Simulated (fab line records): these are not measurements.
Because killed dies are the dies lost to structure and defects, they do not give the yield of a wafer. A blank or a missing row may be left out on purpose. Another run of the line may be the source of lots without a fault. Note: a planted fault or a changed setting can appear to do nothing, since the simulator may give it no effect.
Split-lot experiment + flow n5 finfet + 7 lots, 21 wafers read, on a route of 1938 steps

## THE SPLIT
At N5_ZERO_LAYER_COAT_05 (resist thk 1000 nm), the setting spin rpm was moved away from the recipe's 1500 rpm on 4 of the 21 wafers read, by -6.5% to +6.4%. The other wafers ran this setting at the recipe's value.

## FROM THE SPLIT TO THE READING: what the file shows between them, 4 steps
- N5_ZERO_LAYER_EBR_07
- N5_ZERO_LAYER_SOFTBAKE_06: time 90 s
- N5_ZERO_LAYER_DESCUM_16: chemistry O2, time 7.9 s
- N5_ZERO_LAYER_ETCH_17: etches SiO2 in CF4, target depth 12 nm, time 13.3 s

## THE READING
coat_of_ZERO_LAYER_COAT_05.thk nm (the simulator's own value, which no gauge read), in nm, at N5_ZERO_LAYER_ETCH_18 (etches Si in HBr/Cl2, target depth 120 nm, time 40 s). The file gives no usual value for it. Across the 17 wafers here that went through the recipe, the average is 930.8 nm and the standard deviation 2.9 nm.

| wafer  | tool, chamber at the split | spin rpm as run, rpm | against the recipe | coat_of_ZERO_LAYER_COAT_05.thk nm, nm | against lot-mates on the recipe |
|--------|----------------------------|----------------------|--------------------|---------------------------------------|---------------------------------|
| L078.1 | litho track-04, 0          | 1500                 | recipe             | 927.3                                 | -                               |
| L078.3 | litho track-04, 0          | 1500                 | recipe             | 928.2                                 | -                               |
| L078.5 | litho track-04, 0          | 1432                 | -4.5%              | 947.5                                 | +19.8                           |
| L079.3 | litho track-04, 0          | 1500                 | recipe             | 931.6                                 | -                               |
| L079.4 | litho track-04, 0          | 1500                 | recipe             | 932.1                                 | -                               |
| L079.6 | litho track-04, 0          | 1500                 | recipe             | 930.6                                 | -                               |
| L081.3 | litho track-04, 0          | 1500                 | recipe             | 928.9                                 | -                               |
| L081.4 | litho track-04, 0          | 1500                 | recipe             | 929.2                                 | -                               |
| L081.6 | litho track-04, 0          | 1500                 | recipe             | 928.6                                 | -                               |
| L085.1 | litho track-03, 0          | 1500                 | recipe             | 933.8                                 | -                               |
| L085.2 | litho track-03, 0          | 1448                 | -3.5%              | 948.9                                 | +16.6                           |
| L085.3 | litho track-03, 0          | 1500                 | recipe             | 930.7                                 | -                               |
| L089.1 | litho track-03, 0          | 1500                 | recipe             | 926.4                                 | -                               |
| L089.3 | litho track-03, 0          | 1403                 | -6.5%              | 962.4                                 | +35.7                           |
| L089.4 | litho track-03, 0          | 1500                 | recipe             | 927                                   | -                               |
| L092.2 | litho track-03, 0          | 1596                 | +6.4%              | 904.4                                 | -31.8                           |
| L092.3 | litho track-03, 0          | 1500                 | recipe             | 935.3                                 | -                               |
| L092.5 | litho track-03, 0          | 1500                 | recipe             | 937.1                                 | -                               |
| L093.1 | litho track-03, 0          | 1500                 | recipe             | 933.7                                 | -                               |
| L093.4 | litho track-03, 0          | 1500                 | recipe             | 931.8                                 | -                               |
| L093.6 | litho track-03, 0          | 1500                 | recipe             | 931                                   | -                               |

FIT RESULTS
A straight line over all 21 wafers: coat_of_ZERO_LAYER_COAT_05.thk nm changes by -4.42 nm for each +1% of spin rpm; r = -0.96; the points scatter about the line by 3 nm.
The same after taking each lot's own level away (the mean of its wafers on the recipe; 21 wafers): -5.04 nm for each +1%; r = -0.99; scatter 1.3 nm.
According to that fit, moving spin rpm by its largest amount changes the reading by 33 nm.
Measured against the standard deviation above, the lots' own levels, which go from 926.70 to 936.20 nm, span 3.3 times it.
So the slope is not independent of the lot-to-lot level: the two fits are not the same.
Check: +30.7 nm against its lot-mates is what the line predicts for one of the wafers moved furthest among these (-6.5%) when that wafer is left out of the fit. It came out at +35.7 nm against them.

## OTHER SPLITS APPLIED TO THESE WAFERS
Other splits were also applied to these wafers ahead of the reading. Each is held against what the fit with the lots' levels taken away leaves over:
| other split on the same wafers | wafers away from the commonest value | r with coat_of_ZERO_LAYER_COAT_05.thk nm (lot level and that fit taken away) |
|--------------------------------|--------------------------------------|------------------------------------------------------------------------------|
| N5_ZERO_LAYER_PECVD_02 time s  | 5                                    | -0.07                                                                        |

## THE WHOLE CHAIN: every reading that the file lists as answering this split, in the file's order
| step                   | what it does                                         | reading                                                                            | change (the file's fit)              | r (the file's) |
|------------------------|------------------------------------------------------|------------------------------------------------------------------------------------|--------------------------------------|----------------|
| N5_ZERO_LAYER_COAT_05  | resist thk 1000 nm                                   | coat_of_ZERO_LAYER_COAT_05.thk nm (the simulator's own value, which no gauge read) | -4.94 nm for each +1% of the setting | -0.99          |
| N5_ZERO_LAYER_ETCH_18  | etches Si in HBr/Cl2, target depth 120 nm, time 40 s | coat_of_ZERO_LAYER_COAT_05.thk nm (the simulator's own value, which no gauge read) | -5.04 nm for each +1% of the setting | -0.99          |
| N5_ZERO_LAYER_STRIP_24 | strips in O2                                         | strip time to endpoint s                                                           | withheld for each +1% of the setting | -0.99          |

## THE FILE'S OWN FIT
coat_of_ZERO_LAYER_COAT_05.thk nm changes by -5.04 nm for each +1% of spin rpm, r = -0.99.
